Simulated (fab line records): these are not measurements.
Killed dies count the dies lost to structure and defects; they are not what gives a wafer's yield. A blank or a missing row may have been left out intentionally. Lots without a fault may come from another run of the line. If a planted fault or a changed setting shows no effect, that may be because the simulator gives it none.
fab line records	flow n5_finfet	part 1 of 2: steps 1 to 4 of 6
record lots=20	wafers=60	last_day=19
route steps=1938 shown DUMMY_GATE@236 SD_EPI_P@308 SDB@364
lots that met no fault: from a run of the same line without faults
start_h: start of the lot's first displayed wafer, in hours after the record's first day	wait_h: how many hours have passed since the lot's step before this one	" as in the row above	L1.1+2: a row that stands for several wafers	- no value, or no start was given	* or withheld: withheld	< > ~ a bound
route shown NAME@n: names a module that has steps shown in the file, with the first one's number in the route	usual: average and standard deviation across the fault-free wafers	same: alike in all rows	chamber/n: place in a boat	sites: the reading at each site	_std_site: how widely they spread, as a standard deviation	_edge_site: the outer-site mean with the inner-site mean subtracted	radius_mm: for every site, how far away it sits from the centre of the wafer	mask NAME#n: copy n	behind: the most recent tool/chamber to have shaped the wafer	hold: cause of the lot's hold/its duration in hours/its outcome	device: the n, p or np transistor that did not switch	end of line: the same wafers' tests at the end of the route	step lacking rows: just its recipe	killed: at the first sort, the dies lost to defects and structure; wafer yield is something else	map: dies across one wafer; x = killed, . = not, _ = none there
set.NAME: the run value of the setting; set.NAME@STEP: its run value at that earlier step	model.NAME: the simulator's own value behind a step, which no gauge read
the route's steps for a sample of lots (tables are steps, rows are wafers)
services: the hour from which a tool's chamber was out of use, counted from the record's first day as start_h (under 0 if before that day), plus the number of hours and why
## steps
# step N5_DUMMY_GATE_ETCH_36
# recipe chemistry=CF4	target=SiARC	target_depth_a=130	pressure_mtorr=40	source_w=545	bias_w=36	Ar_flow_sccm=100	cf4_flow_sccm=100	ion_energy_ev=80
# usual cf4_flow_sccm=99.98/0.28	drypump_motor_current_A=5.5/0.48	oes_product_au=0.81/0.089	rf_vpp_V=183.8/1	showerhead_plenum_p_Torr=2.13/0.065	throttle_valve_pct=15.65/0.19
lot.wafer	tool	chamber	start_h	wait_h	cf4_flow_sccm	drypump_motor_current_A	oes_product_au	rf_hours_counter_h	rf_vpp_V	showerhead_plenum_p_Torr	throttle_valve_pct
L074.1	rie_diel-04	1	50.92	0.0	100.00	5.6	0.82	98	182.7	2.16	15.58
L074.5	"	2	"	"	99.76	4.7	0.72	-	182.8	2.02	15.38
L074.6	"	3	"	"	100.13	6.5	0.79	-	184.4	2.14	15.65
L075.2	rie_diel-03	2	57.01	0.0	99.36	5.0	0.86	66	184.4	2.18	15.63
L075.5	"	3	"	"	99.50	6.2	0.89	-	182.4	2.12	15.58
L075.6	"	2	"	"	99.74	5.0	0.86	-	183.9	2.19	15.64
L076.4	rie_diel-03	3	66.52	0.0	100.12	6.2	0.91	13	182.9	2.11	15.58
L076.5	"	2	"	"	99.94	5.1	0.87	-	184.2	2.18	15.64
L076.6	"	1	"	"	100.11	5.6	0.76	-	184.1	2.14	15.81
L077.1	rie_diel-01	0	70.44	0.0	100.34	5.3	0.68	230	182.7	2.02	15.91
L077.3	"	1	"	"	99.92	5.1	0.76	121	183.4	2.07	15.86
L077.6	"	3	"	"	100.15	5.6	0.71	-	184.5	2.22	15.69
L079.1	rie_diel-03	1	77.34	0.0	99.89	5.6	0.75	165	183.3	2.14	15.81
L079.3	"	2	"	"	99.57	5.1	0.86	72	185.0	2.18	15.63
L079.4	"	0	"	"	100.41	5.0	0.70	245	182.1	2.03	15.75
L080.3	rie_diel-03	0	82.37	0.0	100.02	5.0	0.70	247	181.7	2.03	15.77
L080.4	"	1	"	"	99.60	5.6	0.76	167	184.3	2.14	15.82
L080.5	"	2	"	"	99.68	5.1	0.85	-	184.3	2.18	15.66
L081.2	rie_diel-04	2	87.68	0.0	100.08	4.7	0.71	187	183.0	2.01	15.42
L081.3	"	1	"	"	99.89	5.7	0.81	110	183.1	2.15	15.63
L081.5	"	2	"	"	99.92	4.7	0.71	-	182.0	2.01	15.42
L082.2	rie_diel-03	1	93.06	0.0	100.13	5.6	0.75	170	183.0	2.14	15.84
L082.3	"	2	"	"	99.92	5.1	0.85	77	184.7	2.18	15.64
L082.6	"	2	"	"	100.06	5.0	0.85	-	184.5	2.18	15.66
L083.3	rie_diel-03	1	102.22	0.0	99.74	5.6	0.75	173	182.9	2.13	15.82
L083.4	"	1	"	"	100.03	5.6	0.76	-	185.8	2.13	15.85
L083.5	"	3	"	"	100.59	6.2	0.88	-	182.7	2.11	15.61
L085.1	rie_diel-03	2	117.33	0.0	100.42	5.1	0.84	86	184.3	2.18	15.67
L085.4	"	0	"	"	99.64	5.0	1.01	4	184.4	2.28	15.33
L085.6	"	3	"	"	100.07	6.2	0.86	-	184.5	2.11	15.62
L086.1	rie_diel-03	0	122.40	0.0	99.89	5.0	0.99	5	186.9	2.28	15.32
L086.2	"	1	"	"	99.83	5.6	0.75	180	182.0	2.13	15.85
L086.3	"	2	"	"	100.13	5.1	0.84	87	183.6	2.18	15.67
L087.1	rie_diel-01	2	126.47	0.0	99.74	5.4	0.97	3	184.6	2.09	15.24
L087.2	"	3	"	"	100.84	5.6	0.69	249	184.6	2.21	15.74
L087.4	"	1	"	"	99.82	5.1	0.74	139	183.7	2.07	15.88
L090.1	rie_diel-04	2	141.00	0.0	100.18	4.7	0.69	196	183.2	2.01	15.44
L090.2	"	0	"	"	100.19	5.3	0.96	7	184.3	2.18	15.53
L090.6	"	1	"	"	99.98	5.6	0.79	-	184.9	2.15	15.64
L091.2	rie_diel-03	0	147.50	0.0	100.05	5.0	0.95	14	183.5	2.27	15.34
L091.3	"	1	"	"	100.19	5.6	0.74	189	183.6	2.13	15.88
L091.4	"	3	"	"	99.93	6.2	0.84	40	183.7	2.11	15.63
L092.2	rie_diel-03	2	154.07	0.0	100.11	5.1	0.83	97	184.2	2.17	15.70
L092.4	"	0	"	"	100.14	5.0	0.94	16	185.8	2.27	15.35
L092.6	"	1	"	"	100.05	5.6	0.73	-	183.6	2.13	15.85
L093.1	rie_diel-01	3	160.62	0.0	99.81	5.6	1.00	3	185.0	2.21	15.25
L093.5	"	2	"	"	100.09	5.5	0.92	-	181.7	2.09	15.28
L093.6	"	1	"	"	99.68	5.1	0.72	-	183.8	2.06	15.93
L094.2	rie_diel-03	3	167.60	0.0	99.91	6.2	0.84	45	184.5	2.10	15.65
L094.3	"	2	"	"	99.96	5.1	0.82	101	185.0	2.17	15.70
L094.5	"	1	"	"	99.88	5.6	0.74	-	183.5	2.13	15.88
L095.1	rie_diel-03	1	174.41	0.0	99.79	5.6	0.74	196	183.0	2.13	15.88
L095.2	"	2	"	"	99.66	5.1	0.82	103	185.0	2.17	15.70
L095.4	"	3	"	"	100.09	6.2	0.84	47	183.4	2.10	15.66
L096.1	rie_diel-04	1	177.74	0.0	99.51	5.7	0.79	136	184.5	2.14	15.67
L096.3	"	2	"	"	99.45	4.8	0.69	207	181.7	2.01	15.46
L096.5	"	0	"	"	99.89	5.3	0.94	-	182.7	2.18	15.54
L097.1	rie_diel-01	3	184.56	0.0	100.42	5.6	0.97	11	184.2	2.21	15.25
L097.4	"	1	"	"	100.14	5.1	0.72	160	183.1	2.06	15.95
L097.5	"	3	"	"	99.65	5.6	0.96	-	183.1	2.21	15.28
# step N5_SD_EPI_P_ETCH_37
# recipe chemistry=N2/H2	target=SOC	overetch_a=1080	mask_material=SiARC	temp_c=40	ion_energy_ev=100	source_w=3000	bias_w=133	pressure_mtorr=20	time_s=486	n2_flow_sccm=200	h2_flow_sccm=200	ends=end_point
# usual drypump_motor_current_A=5.5/0.47	oes_product_au=0.71/0.08	rf_vpp_V=240.4/1.3	showerhead_plenum_p_Torr=2.51/0.079	throttle_valve_pct=23.8/0.34
lot.wafer	tool	chamber	start_h	wait_h	drypump_motor_current_A	oes_product_au	rf_hours_counter_h	rf_vpp_V	showerhead_plenum_p_Torr	throttle_valve_pct
L074.1	rie_diel-04	1	58.87	0.0	5.7	0.74	102	240.7	2.54	23.7
L074.5	"	3	"	"	6.4	0.70	-	240.2	2.57	24.4
L074.6	"	2	"	"	4.8	0.66	-	239.7	2.44	24.1
L075.2	rie_diel-03	1	65.68	0.0	5.6	0.66	161	241.5	2.53	24.1
L075.5	"	1	"	"	5.6	0.67	-	241.2	2.53	24.1
L075.6	"	0	"	"	5.0	0.63	-	238.0	2.36	23.3
L076.4	rie_diel-03	2	73.40	0.0	5.1	0.76	71	239.3	2.58	23.6
L076.5	"	0	"	"	5.0	0.63	-	239.2	2.36	23.3
L076.6	"	3	"	"	6.2	0.80	-	240.7	2.49	23.7
L077.1	rie_diel-03	0	79.16	0.0	5.0	0.63	246	238.2	2.36	23.3
L077.3	"	3	"	"	6.2	0.80	17	238.8	2.49	23.7
L077.6	"	3	"	"	6.2	0.79	-	241.2	2.49	23.7
L079.1	rie_diel-04	1	84.97	0.0	5.6	0.73	109	240.1	2.54	23.7
L079.3	"	3	"	"	6.4	0.70	114	240.5	2.57	24.4
L079.4	"	0	"	"	5.3	0.63	248	241.3	2.60	24.0
L080.3	rie_diel-01	3	89.44	0.0	5.6	0.62	236	242.3	2.58	23.4
L080.4	"	2	"	"	5.4	0.62	247	240.5	2.48	23.8
L080.5	"	1	"	"	5.1	0.69	-	239.3	2.43	24.3
L081.2	rie_diel-01	2	94.99	0.0	5.4	0.62	249	240.8	2.48	23.8
L081.3	"	1	"	"	5.1	0.70	126	239.7	2.43	24.3
L081.5	"	0	"	"	5.4	0.62	-	239.3	2.39	24.0
L082.2	rie_diel-03	1	101.11	0.0	5.6	0.66	173	241.6	2.53	24.1
L082.3	"	3	"	"	6.2	0.78	24	240.0	2.49	23.7
L082.6	"	1	"	"	5.6	0.66	-	240.2	2.53	24.1
L083.3	rie_diel-01	0	109.52	0.0	5.4	0.62	241	238.4	2.39	24.0
L083.4	"	3	"	"	5.6	0.61	-	241.3	2.58	23.4
L083.5	"	1	"	"	5.1	0.68	-	239.9	2.43	24.3
L085.1	rie_diel-03	2	125.59	0.0	5.1	0.75	89	241.6	2.57	23.7
L085.4	"	1	"	"	5.6	0.65	182	239.1	2.52	24.1
L085.6	"	2	"	"	5.1	0.75	-	242.4	2.57	23.7
L086.1	rie_diel-04	0	130.24	0.0	5.3	0.87	4	240.4	2.60	23.9
L086.2	"	1	"	"	5.7	0.72	122	241.7	2.53	23.7
L086.3	"	2	"	"	4.8	0.65	192	240.0	2.44	24.1
L087.1	rie_diel-03	3	133.27	0.0	6.2	0.76	35	240.8	2.48	23.8
L087.2	"	0	"	"	5.0	0.87	10	242.3	2.67	23.2
L087.4	"	2	"	"	5.1	0.75	91	240.2	2.57	23.6
L090.1	rie_diel-04	1	148.32	0.0	5.7	0.72	128	240.6	2.53	23.7
L090.2	"	3	"	"	6.4	0.67	134	239.8	2.56	24.4
L090.6	"	0	"	"	5.3	0.86	-	243.5	2.59	23.9
L091.2	rie_diel-04	1	153.99	0.0	5.7	0.71	129	240.1	2.53	23.7
L091.3	"	3	"	"	6.4	0.68	135	239.7	2.56	24.4
L091.4	"	2	"	"	4.7	0.64	-	239.3	2.43	24.1
L092.2	rie_diel-03	0	161.87	0.0	5.0	0.85	18	243.5	2.67	23.2
L092.4	"	3	"	"	6.2	0.76	43	239.8	2.48	23.8
L092.6	"	3	"	"	6.2	0.75	-	240.9	2.48	23.8
L093.1	rie_diel-01	1	168.46	0.0	5.1	0.67	155	238.9	2.42	24.3
L093.5	"	2	"	"	5.5	0.84	-	240.1	2.47	23.6
L093.6	"	3	"	"	5.6	0.84	-	242.0	2.57	23.1
L094.2	rie_diel-04	3	174.97	0.0	6.4	0.67	142	240.3	2.56	24.4
L094.3	"	0	"	"	5.3	0.84	14	240.6	2.59	23.9
L094.5	"	3	"	"	6.4	0.67	-	240.3	2.56	24.4
L095.1	rie_diel-03	1	181.48	0.0	5.5	0.64	199	238.8	2.52	24.1
L095.2	"	3	"	"	6.2	0.74	50	240.9	2.47	23.8
L095.4	"	0	"	"	5.0	0.83	25	243.1	2.67	23.2
L096.1	rie_diel-01	1	186.84	0.0	5.1	0.67	161	239.1	2.41	24.3
L096.3	"	2	"	"	5.5	0.83	25	239.8	2.47	23.6
L096.5	"	2	"	"	5.5	0.83	-	240.2	2.47	23.6
L097.1	rie_diel-03	0	191.87	0.0	5.0	0.82	28	245.2	2.66	23.2
L097.4	"	1	"	"	5.6	0.64	202	241.4	2.51	24.2
L097.5	"	2	"	"	5.1	0.73	-	239.9	2.57	23.7
# step N5_SD_EPI_P_ETCH_47
# recipe chemistry=CH3F/O2	target=SiOCN	target_depth_a=250	mask_material=SOC	ion_energy_ev=60	bias_w=29	pressure_mtorr=30	source_w=410	Ar_flow_sccm=150	CH3F_flow_sccm=30	O2_flow_sccm=20
# usual drypump_motor_current_A=5.5/0.47	oes_product_au=0.80/0.092	rf_vpp_V=127.7/3	showerhead_plenum_p_Torr=1.98/0.067	throttle_valve_pct=16.38/0.21
lot.wafer	tool	chamber	start_h	wait_h	drypump_motor_current_A	oes_product_au	rf_hours_counter_h	rf_vpp_V	showerhead_plenum_p_Torr	throttle_valve_pct
L074.1	rie_diel-04	1	59.30	0.1	5.7	0.82	102	131.9	2.01	16.28
L074.5	"	3	"	"	6.4	0.79	-	125.9	2.01	16.43
L074.6	"	2	"	"	4.8	0.71	-	124.3	1.88	16.12
L075.2	rie_diel-03	1	66.11	0.1	5.6	0.76	161	129.2	1.99	16.44
L075.5	"	1	"	"	5.6	0.76	-	128.1	1.99	16.44
L075.6	"	0	"	"	5.0	0.70	-	123.8	1.89	16.43
L076.4	rie_diel-03	2	73.82	0.1	5.1	0.86	71	124.9	2.03	16.33
L076.5	"	0	"	"	5.0	0.69	-	123.3	1.88	16.41
L076.6	"	3	"	"	6.2	0.89	-	128.6	1.98	16.36
L077.1	rie_diel-03	0	79.59	0.1	5.0	0.70	246	122.1	1.88	16.44
L077.3	"	3	"	"	6.2	0.90	18	128.7	1.98	16.37
L077.6	"	3	"	"	6.2	0.88	-	127.6	1.98	16.36
L079.1	rie_diel-04	1	85.40	0.1	5.6	0.81	109	130.0	2.01	16.28
L079.3	"	3	"	"	6.4	0.79	115	124.8	2.01	16.45
L079.4	"	0	"	"	5.3	0.71	248	127.9	2.05	16.68
L080.3	rie_diel-01	3	89.86	0.1	5.6	0.69	236	124.3	2.07	16.36
L080.4	"	2	"	"	5.5	0.69	247	133.7	1.95	16.36
L080.5	"	1	"	"	5.1	0.77	-	127.2	1.95	16.72
L081.2	rie_diel-01	2	95.41	0.1	5.5	0.69	249	132.8	1.95	16.37
L081.3	"	1	"	"	5.1	0.77	126	127.5	1.95	16.71
L081.5	"	0	"	"	5.4	0.68	-	129.2	1.87	16.56
L082.2	rie_diel-03	1	101.53	0.1	5.6	0.75	173	130.2	1.98	16.49
L082.3	"	3	"	"	6.2	0.88	25	128.3	1.98	16.39
L082.6	"	1	"	"	5.6	0.75	-	129.6	1.98	16.47
L083.3	rie_diel-01	0	110.13	0.2	5.4	0.67	241	128.2	1.86	16.56
L083.4	"	3	"	"	5.6	0.68	-	125.3	2.07	16.40
L083.5	"	1	"	"	5.1	0.76	-	125.2	1.94	16.72
L085.1	rie_diel-03	2	126.01	0.1	5.0	0.83	89	124.9	2.03	16.32
L085.4	"	1	"	"	5.6	0.74	182	130.4	1.98	16.50
L085.6	"	2	"	"	5.0	0.83	-	125.5	2.03	16.35
L086.1	rie_diel-04	0	130.66	0.1	5.3	0.97	4	129.3	2.05	16.28
L086.2	"	1	"	"	5.6	0.81	123	131.5	2.00	16.30
L086.3	"	2	"	"	4.7	0.70	192	123.4	1.88	16.15
L087.1	rie_diel-03	3	133.70	0.1	6.2	0.86	35	128.2	1.97	16.42
L087.2	"	0	"	"	5.0	0.96	10	125.2	2.13	16.04
L087.4	"	2	"	"	5.1	0.83	91	126.0	2.03	16.34
L090.1	rie_diel-04	1	148.74	0.1	5.6	0.80	128	130.7	2.00	16.33
L090.2	"	3	"	"	6.4	0.77	134	124.7	2.00	16.49
L090.6	"	0	"	"	5.3	0.97	-	130.1	2.05	16.29
L091.2	rie_diel-04	1	154.42	0.1	5.7	0.79	129	131.7	2.00	16.33
L091.3	"	3	"	"	6.4	0.76	135	126.0	2.00	16.50
L091.4	"	2	"	"	4.7	0.70	-	123.8	1.88	16.18
L092.2	rie_diel-03	0	162.30	0.1	5.0	0.93	18	125.1	2.13	16.06
L092.4	"	3	"	"	6.2	0.85	43	127.3	1.97	16.43
L092.6	"	3	"	"	6.2	0.83	-	128.4	1.97	16.42
L093.1	rie_diel-01	1	168.88	0.1	5.1	0.74	155	127.8	1.94	16.77
L093.5	"	2	"	"	5.5	0.93	-	133.0	1.94	15.94
L093.6	"	3	"	"	5.6	0.96	-	123.0	2.06	15.95
L094.2	rie_diel-04	3	175.40	0.1	6.5	0.76	142	126.0	2.00	16.50
L094.3	"	0	"	"	5.3	0.94	14	130.0	2.05	16.33
L094.5	"	3	"	"	6.4	0.76	-	127.9	2.00	16.49
L095.1	rie_diel-03	1	181.91	0.1	5.6	0.73	199	128.6	1.97	16.51
L095.2	"	3	"	"	6.2	0.83	50	126.6	1.97	16.42
L095.4	"	0	"	"	5.0	0.93	25	124.3	2.12	16.07
L096.1	rie_diel-01	1	187.27	0.1	5.1	0.74	161	127.7	1.93	16.78
L096.3	"	2	"	"	5.5	0.92	25	134.7	1.94	15.95
L096.5	"	2	"	"	5.4	0.91	-	134.0	1.94	15.97
L097.1	rie_diel-03	0	192.29	0.1	5.0	0.92	28	123.1	2.12	16.09
L097.4	"	1	"	"	5.6	0.72	203	130.4	1.97	16.53
L097.5	"	2	"	"	5.1	0.81	-	124.6	2.02	16.39
# step N5_SD_EPI_P_ETCH_16
# recipe chemistry=CHF3/O2	target=SiO2	target_depth_a=50	mask_material=SOC	pressure_mtorr=30	source_w=650	bias_w=170	Ar_flow_sccm=200	CHF3_flow_sccm=50	O2_flow_sccm=5	ion_energy_ev=200
# usual drypump_motor_current_A=5.5/0.46	oes_product_au=0.80/0.092	rf_vpp_V=526/12	showerhead_plenum_p_Torr=2.39/0.08	throttle_valve_pct=18.97/0.21
lot.wafer	tool	chamber	start_h	wait_h	drypump_motor_current_A	oes_product_au	rf_hours_counter_h	rf_vpp_V	showerhead_plenum_p_Torr	throttle_valve_pct
L074.1	rie_diel-04	1	59.40	0.1	5.7	0.82	102	535	2.42	18.83
L074.5	"	3	"	"	6.4	0.79	-	516	2.42	19.02
L074.6	"	2	"	"	4.8	0.71	-	507	2.27	18.67
L075.2	rie_diel-03	1	66.21	0.1	5.6	0.76	161	530	2.39	19.00
L075.5	"	1	"	"	5.6	0.76	-	532	2.39	19.00
L075.6	"	0	"	"	5.0	0.70	-	507	2.28	18.96
L076.4	rie_diel-03	2	73.92	0.1	5.1	0.86	71	517	2.46	18.92
L076.5	"	0	"	"	5.0	0.69	-	508	2.27	18.96
L076.6	"	3	"	"	6.2	0.89	-	526	2.39	19.01
L077.1	rie_diel-03	0	79.69	0.1	5.0	0.70	246	506	2.27	18.99
L077.3	"	3	"	"	6.2	0.90	18	525	2.39	19.03
L077.6	"	3	"	"	6.2	0.90	-	524	2.39	19.04
L079.1	rie_diel-04	1	85.50	0.1	5.6	0.82	109	533	2.41	18.85
L079.3	"	3	"	"	6.4	0.79	115	517	2.42	19.02
L079.4	"	0	"	"	5.3	0.71	248	536	2.48	19.27
L080.3	rie_diel-01	3	89.96	0.1	5.6	0.70	236	513	2.50	18.96
L080.4	"	2	"	"	5.4	0.69	247	551	2.35	18.87
L080.5	"	1	"	"	5.1	0.77	-	529	2.34	19.33
L081.2	rie_diel-01	2	95.51	0.1	5.5	0.68	249	551	2.35	18.90
L081.3	"	1	"	"	5.1	0.77	126	528	2.34	19.30
L081.5	"	0	"	"	5.3	0.68	-	536	2.25	19.08
L082.2	rie_diel-03	1	101.63	0.1	5.6	0.75	173	532	2.38	19.01
L082.3	"	3	"	"	6.2	0.87	25	525	2.39	19.03
L082.6	"	1	"	"	5.6	0.75	-	531	2.38	19.01
L083.3	rie_diel-01	0	110.23	0.1	5.3	0.68	241	535	2.25	19.07
L083.4	"	3	"	"	5.6	0.69	-	514	2.49	18.96
L083.5	"	1	"	"	5.1	0.77	-	528	2.34	19.30
L085.1	rie_diel-03	2	126.11	0.1	5.0	0.84	89	515	2.45	18.97
L085.4	"	1	"	"	5.6	0.74	182	532	2.38	19.03
L085.6	"	2	"	"	5.1	0.83	-	515	2.45	18.98
L086.1	rie_diel-04	0	130.76	0.1	5.3	0.97	4	535	2.47	18.99
L086.2	"	1	"	"	5.7	0.81	123	535	2.41	18.87
L086.3	"	2	"	"	4.7	0.71	192	507	2.27	18.70
L087.1	rie_diel-03	3	133.80	0.1	6.2	0.86	35	526	2.38	19.06
L087.2	"	0	"	"	5.0	0.98	10	515	2.56	18.64
L087.4	"	2	"	"	5.1	0.84	91	516	2.45	18.98
L090.1	rie_diel-04	1	148.84	0.1	5.7	0.79	128	536	2.41	18.86
L090.2	"	3	"	"	6.4	0.77	134	515	2.41	19.05
L090.6	"	0	"	"	5.3	0.95	-	536	2.47	18.99
L091.2	rie_diel-04	1	154.52	0.1	5.6	0.80	129	536	2.40	18.87
L091.3	"	3	"	"	6.4	0.76	135	517	2.41	19.06
L091.4	"	2	"	"	4.7	0.70	-	507	2.27	18.70
L092.2	rie_diel-03	0	162.40	0.1	5.0	0.95	18	513	2.55	18.65
L092.4	"	3	"	"	6.2	0.84	43	524	2.38	19.05
L092.6	"	3	"	"	6.2	0.84	-	524	2.38	19.08
L093.1	rie_diel-01	1	168.98	0.1	5.1	0.75	155	528	2.33	19.34
L093.5	"	2	"	"	5.5	0.93	-	553	2.34	18.54
L093.6	"	3	"	"	5.6	0.96	-	512	2.49	18.57
L094.2	rie_diel-04	3	175.50	0.1	6.4	0.75	142	516	2.41	19.07
L094.3	"	0	"	"	5.3	0.94	14	535	2.47	18.98
L094.5	"	3	"	"	6.4	0.77	-	516	2.41	19.07
L095.1	rie_diel-03	1	182.01	0.1	5.6	0.73	199	530	2.37	19.06
L095.2	"	3	"	"	6.2	0.83	50	526	2.38	19.08
L095.4	"	0	"	"	5.0	0.93	25	514	2.55	18.65
L096.1	rie_diel-01	1	187.37	0.1	5.1	0.74	161	529	2.33	19.36
L096.3	"	2	"	"	5.4	0.92	25	554	2.34	18.55
L096.5	"	2	"	"	5.5	0.90	-	551	2.34	18.54
L097.1	rie_diel-03	0	192.39	0.1	5.0	0.92	28	516	2.55	18.68
L097.4	"	1	"	"	5.6	0.73	203	533	2.37	19.05
L097.5	"	2	"	"	5.1	0.82	-	515	2.44	19.00
